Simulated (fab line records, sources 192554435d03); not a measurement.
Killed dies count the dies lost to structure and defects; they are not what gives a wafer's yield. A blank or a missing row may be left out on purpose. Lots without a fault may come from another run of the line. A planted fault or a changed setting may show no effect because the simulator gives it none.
Chamber matching | flow n5_finfet | N5_BEOL_M9_ETCH_66 on rie_diel-02: 4 sister chambers
The step etches SOC in N2/H2, target depth 80 nm, overetch 16 nm, time 120 s. 20 wafers are shown with their chamber, then 10 later ones without.

== WAFERS WITH THEIR CHAMBER ==
wafer  | chamber | drypump_motor_current_A (A) | showerhead_plenum_p_Torr (Torr) | throttle_valve_pct (%)
L077.2 | 2       | 5.7                         | 2.72                            | 17.84
L077.5 | 2       | 5.7                         | 2.72                            | 17.84
L077.6 | 1       | 5.8                         | 2.41                            | 18.06
L076.2 | 2       | 5.7                         | 2.72                            | 17.85
L076.3 | 3       | 5.8                         | 2.42                            | 17.74
L076.4 | 0       | 6.6                         | 2.58                            | 17.32
L079.3 | 1       | 5.8                         | 2.41                            | 18.09
L079.4 | 0       | 6.7                         | 2.57                            | 17.31
L079.6 | 2       | 5.7                         | 2.72                            | 17.85
L081.2 | 3       | 5.8                         | 2.42                            | 17.73
L081.3 | 2       | 5.7                         | 2.72                            | 17.85
L081.5 | 3       | 5.8                         | 2.42                            | 17.73
L082.3 | 2       | 5.7                         | 2.71                            | 17.86
L082.4 | 0       | 6.7                         | 2.57                            | 17.34
L082.6 | 3       | 5.8                         | 2.42                            | 17.76
L084.2 | 3       | 5.8                         | 2.42                            | 17.75
L084.4 | 1       | 5.8                         | 2.40                            | 18.08
L084.6 | 0       | 6.7                         | 2.57                            | 17.36
L090.1 | 0       | 6.7                         | 2.56                            | 17.37
L090.3 | 3       | 5.8                         | 2.41                            | 17.79

SIGNATURES, as means of the wafers listed above
reading                  | chamber 0 | chamber 1 | chamber 2 | chamber 3 | scatter within a chamber
drypump_motor_current_A  | 6.680     | 5.800     | 5.700     | 5.800     | 0.0224
showerhead_plenum_p_Torr | 2.5700    | 2.4067    | 2.7183    | 2.4183    | 0.0052
throttle_valve_pct       | 17.3400   | 18.0767   | 17.8483   | 17.7500   | 0.0193
Rule: for a wafer and a chamber, the distance is found by dividing, reading by reading, the gap between the wafer's reading and the chamber's mean by the reading's scatter, squaring, summing and taking the root. The wafer belongs to the nearest chamber; if the next one is less than 2 further off, it can't be placed. The scatter: take each reading less its chamber's mean, square it, sum over the shown wafers, divide by the number of wafers less the number of chambers, and take the root.

== WAFERS WHOSE CHAMBER IS MISSING ==
wafer  | drypump_motor_current_A (A) | showerhead_plenum_p_Torr (Torr) | throttle_valve_pct (%)
L090.5 | 5.7                         | 2.70                            | 17.89
L092.1 | 5.7                         | 2.39                            | 18.11
L092.3 | 5.7                         | 2.70                            | 17.90
L092.4 | 6.7                         | 2.56                            | 17.38
L093.1 | 6.7                         | 2.56                            | 17.39
L093.5 | 5.8                         | 2.41                            | 17.80
L093.6 | 5.7                         | 2.70                            | 17.92
L094.2 | 5.7                         | 2.70                            | 17.91
L094.3 | 6.7                         | 2.56                            | 17.38
L094.5 | 5.7                         | 2.70                            | 17.92

== WHICH CHAMBER EACH WENT THROUGH ==
wafer  | from the rows above | in truth
L090.5 | 2                   | 2
L092.1 | 1                   | 1
L092.3 | 2                   | 2
L092.4 | 0                   | 0
L093.1 | 0                   | 0
L093.5 | 3                   | 3
L093.6 | 2                   | 2
L094.2 | 2                   | 2
L094.3 | 0                   | 0
L094.5 | 2                   | 2
Placed correctly: 10 of 10. Left unplaced by these rows: 0. 0 placed wrongly.
